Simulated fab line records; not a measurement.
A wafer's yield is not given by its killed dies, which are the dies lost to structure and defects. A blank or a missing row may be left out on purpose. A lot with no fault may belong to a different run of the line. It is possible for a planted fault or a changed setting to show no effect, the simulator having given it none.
Comparing a struck lot with a sound one | flow n5-finfet | 35 out of 1938 route steps
Sound: wafers L532.1, L532.2, L532.4. Wafers L527.1, L527.2, L527.3 were the ones struck. The cause is given at the end.
At each step with rows: each side's tool, then ch and its chambers, then its first start. Under that, the readings that differ: sound wafers | struck wafers | difference of the means | sigmas: that difference in standard deviations of wafers without a fault.
alike: readings with means less than 2 such deviations apart, plus words and numbers identical on both sides. not compared: withheld readings, readings lacking a value on some wafer, bounds such as >300 that could conceal the same value, and numbers that have no deviation in the record and whose values overlap.
Wherever a step has rows on one side only, a row that says differs or no value, or a row with sigmas, the two part there. When numbers do not overlap yet have no deviation, they are printed without sigmas and do not part them. A reading that every wafer of one side lacks parts them only if that side has two wafers or more.

first, 10 steps without rows for these wafers: N5_BEOL_M5_ILD_DEP_00 (deposits SiCOH lowk from DEMS/porogen, target thk 140.64 nm, time 25.9 s); N5_BEOL_M5_CURE_79 (cures SiCOH lowk, time 240 s); N5_BEOL_M5_PECVD_70 (deposits SiO2 from TEOS/O2, target thk 16 nm, time 18 s); N5_BEOL_M5_HM_DEP_02 (deposits TiN, target thk 20 nm); N5_BEOL_M5_COAT_59 (time 60 s, resist thk 60 nm); N5_BEOL_M5_COAT_60 (time 60 s, resist thk 12 nm); N5_BEOL_M5_COAT_71 (time 60 s, resist thk 5 nm); N5_BEOL_M5_COAT_05 (resist thk 30 nm); N5_BEOL_M5_EBR_07; N5_BEOL_M5_SOFTBAKE_06 (time 60 s).
N5_BEOL_M5_EXPOSE_08: exposes mask M5, target cd 28 nm.
  sound on euv-scanner-02 ch 0, day 14 06:18; struck on euv-scanner-01 ch 0, day 12 22:52
  reading              | sound             | struck            | difference | sigmas
  exposure-dose-mJ-cm2 | 35.72 35.72 35.75 | 36.33 36.36 36.39 | +0.63      | +3
  alike: mask
then, 2 steps without rows for these wafers: N5_BEOL_M5_PEB_09 (peb time 60 s); N5_BEOL_M5_DEVELOP_10 (develop time 30 s).
N5_BEOL_M5_DESCUM_16: chemistry O2, time 7 s.
  sound on rie-diel-03 ch 0,1,3, day 14 06:40; struck on rie-diel-03 ch 0,1,3, day 12 23:07
  alike: drypump-motor-current-A, oes-product-au, rf-vpp-V, showerhead-plenum-p-Torr, throttle-valve-pct
  not compared: rf-hours-counter-h, model.BEOL_M5.cd-nm
then, 19 steps without rows for these wafers: N5_BEOL_M5_ETCH_72 (etches underlayer in N2/H2, target depth 6.5 nm, time 5.2 s); N5_BEOL_M5_ETCH_61 (etches SiARC in CF4, target depth 15.6 nm, time 26 s); N5_BEOL_M5_ETCH_62 (etches SOC in N2/H2, target depth 75 nm, overetch 15 nm, time 112.5 s); N5_BEOL_M5_STRIP_63 (strips in N2/H2); N5_BEOL_M5_STRIP_73 (strips in N2/H2); N5_BEOL_M5_STRIP_64 (strips in CF4); N5_BEOL_M5_HM_OPEN_17 (chemistry Cl2/BCl3, target TiN, target depth 20 nm, overetch 6 nm); N5_BEOL_M5_STRIP_19 (strips in O2); N5_BEOL_M5_COAT_65 (time 60 s, resist thk 60 nm); N5_BEOL_M5_COAT_66 (time 60 s, resist thk 12 nm); N5_BEOL_M5_COAT_74 (time 60 s, resist thk 5 nm); N5_BEOL_M5_COAT_22 (resist thk 30 nm); N5_BEOL_M5_EBR_24; N5_BEOL_M5_SOFTBAKE_23 (time 60 s); N5_BEOL_M5_EXPOSE_25 (exposes mask V4, defocus 10 nm); N5_BEOL_M5_PEB_26 (peb time 60 s); N5_BEOL_M5_DEVELOP_27 (develop time 30 s); N5_BEOL_M5_DESCUM_33 (chemistry O2, time 7 s); N5_BEOL_M5_ETCH_75 (etches underlayer in N2/H2, target depth 6.5 nm, time 5.2 s).
N5_BEOL_M5_ETCH_67: etches SiARC in CF4, target depth 15.6 nm, time 26 s.
  sound on rie-diel-03 ch 0,1,3, day 14 11:28; struck on rie-diel-05 ch 0,2,3, day 13 00:43
  alike: bias-w, drypump-motor-current-A, etch-rf-on-time-s, oes-product-au, rf-vpp-V, showerhead-plenum-p-Torr, throttle-valve-pct
  not compared: rf-hours-counter-h, model.BEOL_M5.cd-nm
-- a jump in the record: the struck wafers' starts before and after are 5 days apart (it breaks off in module BEOL_M5 and resumes in module PASSIVATION, where the first step shown is number 1936 of the route) --
N5_PASSIVATION_PROBE_49:
  record: rows for the struck wafers here (prober-01, day 17 18:44), none for the sound ones

== WHERE THEY PART ==
Earliest at N5_BEOL_M5_EXPOSE_08; latest, in this record, at N5_PASSIVATION_PROBE_49.

WHY: whatever the simulator had introduced
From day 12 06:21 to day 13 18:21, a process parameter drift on euv-scanner-01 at N5_BEOL_M5_EXPOSE_08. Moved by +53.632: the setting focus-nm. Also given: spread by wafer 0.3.
